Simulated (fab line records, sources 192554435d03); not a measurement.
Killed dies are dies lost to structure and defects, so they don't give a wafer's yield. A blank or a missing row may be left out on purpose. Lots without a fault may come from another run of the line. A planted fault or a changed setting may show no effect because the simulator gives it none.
One fault seen from 2 desks | flow n5_finfet | each desk has only its own numbers; what lay behind them comes last

THE TOOL OWNER'S DESK: krf_scanner-02
The tool's own readings at N5_BEOL_M12_EXPOSE_25 (exposes mask M12): means of the sampled wafers that have a number, for each lot that ran on this tool. A lot is out of limits, marked OUT, if its mean lies more than 4 standard deviations from the usual mean; the brackets give that distance.
Columns: A = focus_offset_nm at N5_BEOL_M12_EXPOSE_25, usual 0.0 nm
lot  | first seen here | A
L788 | day 9 22:43     | -0.1
L789 | day 10 16:05    | 0.9
L799 | day 13 07:33    | -0.1
L801 | day 13 12:59    | -0.3
L808 | day 16 04:41    | 0.5
This desk's finding: nothing out of limits on any of the 5 lots.

THE METROLOGY DESK
What the gauges read, lot by lot, whatever tool the lot ran on: means of the sampled wafers that have a number. A lot is out of limits, marked OUT, if its mean lies more than 4 standard deviations from the usual mean; the brackets give that distance. Of its 30 readings 7 are shown: the one that was out of limits first, and those that lie furthest out on some lot.
Columns: A = cd_nm at N5_BEOL_M12_CD_MEAS_28, usual 160.7 nm; B = COMB_M11 at N5_BEOL_M15_RC_MEAS_101, usual 1.5e-11 S/m; C = COMB_M9_max_site at N5_BEOL_M15_RC_MEAS_101, usual 2.1e-11 S/m; D = SERP_M12 at N5_BEOL_M15_RC_MEAS_101, usual 0.635 ohm/um; E = SERP_M12_max_site at N5_BEOL_M15_RC_MEAS_101, usual 0.647 ohm/um; F = SERP_M5 at N5_BEOL_M15_RC_MEAS_101, usual 39.4 ohm/um; G = SERP_M8 at N5_BEOL_M15_RC_MEAS_101, usual 13.9 ohm/um
lot  | first seen here | A                | B       | C       | D     | E     | F    | G
L788 | day 9 21:41     | 161.4            | 1.5e-11 | 1.8e-11 | 0.641 | 0.654 | 41.3 | 13.8
L789 | day 10 15:13    | 161.3            | 1.8e-11 | 1.9e-11 | 0.632 | 0.638 | 39.7 | 14.3
L799 | day 13 06:50    | 168.2 (+5.8) OUT | 2.1e-11 | 1.8e-11 | 0.592 | 0.608 | 40.5 | 14.0
L801 | day 13 12:09    | 166.9 (+4.8) OUT | 1.4e-11 | 2.6e-11 | 0.593 | 0.606 | 42.0 | 14.1
L805 | day 15 05:23    | 162.2            | 1.1e-11 | 2.3e-11 | 0.628 | 0.642 | 39.2 | 12.9
L808 | day 16 03:46    | 158.1            | 1.5e-11 | 3.2e-11 | 0.658 | 0.673 | 38.7 | 14.1
L810 | day 16 17:45    | 159.2            | 1.5e-11 | 2.2e-11 | 0.652 | 0.666 | 39.2 | 13.7
This desk's finding: out of limits on L799, L801; first on L799, day 13 07:43 (cd_nm at N5_BEOL_M12_CD_MEAS_28). In limits: L788, L789, L805, L808, L810.

PUT TOGETHER
The metrology desk could have raised an alarm at day 13 07:43, on L799, L801.
The tool owner's desk saw nothing out of limits.
The tool owner's desk has L799, L801 on record, within its limits.
Of the lots named, all ran N5_BEOL_M12_EXPOSE_25 on krf_scanner-02.

WHAT THE SIMULATOR HAD PUT IN
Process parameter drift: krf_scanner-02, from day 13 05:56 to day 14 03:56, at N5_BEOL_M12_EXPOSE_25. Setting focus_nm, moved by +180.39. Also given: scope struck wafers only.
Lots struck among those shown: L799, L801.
Hours from the fault's start to each desk's first reading out of limits: the metrology desk, 2.
